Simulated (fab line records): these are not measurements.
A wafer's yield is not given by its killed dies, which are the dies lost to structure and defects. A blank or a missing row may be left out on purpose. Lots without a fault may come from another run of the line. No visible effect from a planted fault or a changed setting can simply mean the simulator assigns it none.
Matching of chambers | flow n5_finfet | N5_BEOL_M0_CUTY_DESCUM_61 on rie_diel-03: 4 sister chambers
The step chemistry O2, time 7.9 s. 8 wafers are shown with their chamber, then 10 later ones without.

EACH WAFER AND ITS CHAMBER
wafer  | chamber | drypump_motor_current_A (A) | showerhead_plenum_p_Torr (Torr)
L080.3 | 0       | 5.6                         | 1.98
L082.3 | 0       | 5.7                         | 1.98
L081.5 | 3       | 5.4                         | 2.22
L084.1 | 3       | 5.4                         | 2.22
L084.2 | 2       | 5.1                         | 2.07
L084.4 | 1       | 5.9                         | 2.12
L088.2 | 1       | 5.9                         | 2.11
L088.3 | 2       | 5.1                         | 2.06

WAFERS WITH NO CHAMBER GIVEN
wafer  | drypump_motor_current_A (A) | showerhead_plenum_p_Torr (Torr)
L088.5 | 5.4                         | 2.21
L089.3 | 5.1                         | 2.06
L089.5 | 5.4                         | 2.21
L089.6 | 5.1                         | 2.06
L087.1 | 5.9                         | 2.11
L087.2 | 5.4                         | 2.21
L087.3 | 5.1                         | 2.06
L086.3 | 5.9                         | 2.11
L086.4 | 5.4                         | 2.21
L086.5 | 5.1                         | 2.06

WHICH CHAMBER EACH ONE RAN IN
wafer  | from the rows above | in truth
L088.5 | 3                   | 3
L089.3 | 2                   | 2
L089.5 | 3                   | 3
L089.6 | 2                   | 2
L087.1 | 1                   | 1
L087.2 | 3                   | 3
L087.3 | 2                   | 2
L086.3 | 1                   | 1
L086.4 | 3                   | 3
L086.5 | 2                   | 2
Correct placement for 10 of the 10. Not placeable from these rows: 0. 0 placed wrongly.
How it was worked out, from the rows above alone: a wafer's distance from a chamber is the root of the sum, over the readings, of the square of ((its reading less the chamber's mean) divided by the reading's scatter). If the next closest chamber is less than 2 further off than the closest, the wafer can't be placed; otherwise it belongs to the closest. A chamber's mean is the mean of its shown wafers. The scatter: the root of (the sum of the squares of (reading less its chamber's mean) over the shown wafers, divided by (wafers less chambers)).
